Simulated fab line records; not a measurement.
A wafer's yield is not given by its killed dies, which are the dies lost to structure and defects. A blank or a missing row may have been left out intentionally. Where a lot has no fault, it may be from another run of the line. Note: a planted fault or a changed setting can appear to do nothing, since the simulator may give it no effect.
Matching of chambers | flow n5Finfet | N5_FIN_SAQP_ETCH_52 on rieDiel-01: 3 sister chambers
The step etches SOC in N2/H2, target depth 100 nm, overetch 20 nm, time 150 s. 20 wafers are shown with their chamber, then 7 later ones without.

== WAFERS, EACH WITH ITS CHAMBER ==
wafer  | chamber | throttleValvePct (%) | drypumpMotorCurrentA (A) | showerheadPlenumPTorr (Torr)
L074.1 | 2       | 18.3                 | 5.69                     | 2.65
L074.4 | 0       | 17.5                 | 5.73                     | 2.73
L074.6 | 2       | 18.3                 | 5.67                     | 2.65
L076.2 | 2       | 18.3                 | 5.70                     | 2.65
L076.3 | 0       | 17.5                 | 5.70                     | 2.73
L076.5 | 0       | 17.5                 | 5.71                     | 2.73
L077.1 | 1       | 17.9                 | 5.47                     | 2.67
L077.2 | 0       | 17.5                 | 5.72                     | 2.73
L077.4 | 1       | 17.9                 | 5.48                     | 2.67
L083.2 | 2       | 18.3                 | 5.68                     | 2.64
L083.5 | 1       | 18.0                 | 5.47                     | 2.67
L083.6 | 2       | 18.3                 | 5.70                     | 2.64
L086.1 | 1       | 18.0                 | 5.48                     | 2.66
L086.2 | 0       | 17.5                 | 5.76                     | 2.72
L086.3 | 2       | 18.3                 | 5.67                     | 2.64
L089.1 | 1       | 18.0                 | 5.50                     | 2.66
L089.4 | 0       | 17.5                 | 5.75                     | 2.72
L089.6 | 2       | 18.3                 | 5.69                     | 2.64
L090.1 | 2       | 18.3                 | 5.66                     | 2.63
L090.5 | 2       | 18.3                 | 5.67                     | 2.63

SIGNATURES, as means of the wafers listed above
reading               | chamber 0 | chamber 1 | chamber 2 | scatter within a chamber
throttleValvePct      | 17.500    | 17.960    | 18.300    | 0.0266
drypumpMotorCurrentA  | 5.7283    | 5.4800    | 5.6811    | 0.0171
showerheadPlenumPTorr | 2.7267    | 2.6660    | 2.6411    | 0.00661
Rule: for a wafer and a chamber, the distance is found by dividing, reading by reading, the gap between the wafer's reading and the chamber's mean by the reading's scatter, squaring, summing and taking the root. If the next closest chamber is less than 2 further off than the closest, the wafer can't be placed; otherwise it belongs to the closest. The scatter: the root of (the sum of the squares of (reading less its chamber's mean) over the shown wafers, divided by (wafers less chambers)).

== WAFERS WITH NO CHAMBER GIVEN ==
wafer  | throttleValvePct (%) | drypumpMotorCurrentA (A) | showerheadPlenumPTorr (Torr)
L091.1 | 18.0                 | 5.50                     | 2.66
L091.4 | 18.3                 | 5.68                     | 2.63
L095.1 | 17.5                 | 5.72                     | 2.71
L095.6 | 18.0                 | 5.47                     | 2.66
L097.1 | 18.4                 | 5.67                     | 2.63
L097.3 | 18.0                 | 5.50                     | 2.65
L097.6 | 17.5                 | 5.74                     | 2.71

== EACH ONE'S CHAMBER ==
wafer  | from the rows above | in truth
L091.1 | 1                   | 1
L091.4 | 2                   | 2
L095.1 | 0                   | 0
L095.6 | 1                   | 1
L097.1 | 2                   | 2
L097.3 | 1                   | 1
L097.6 | 0                   | 0
Correct placement for 7 of the 7. Number that these rows cannot place: 0. Placed wrongly: 0.
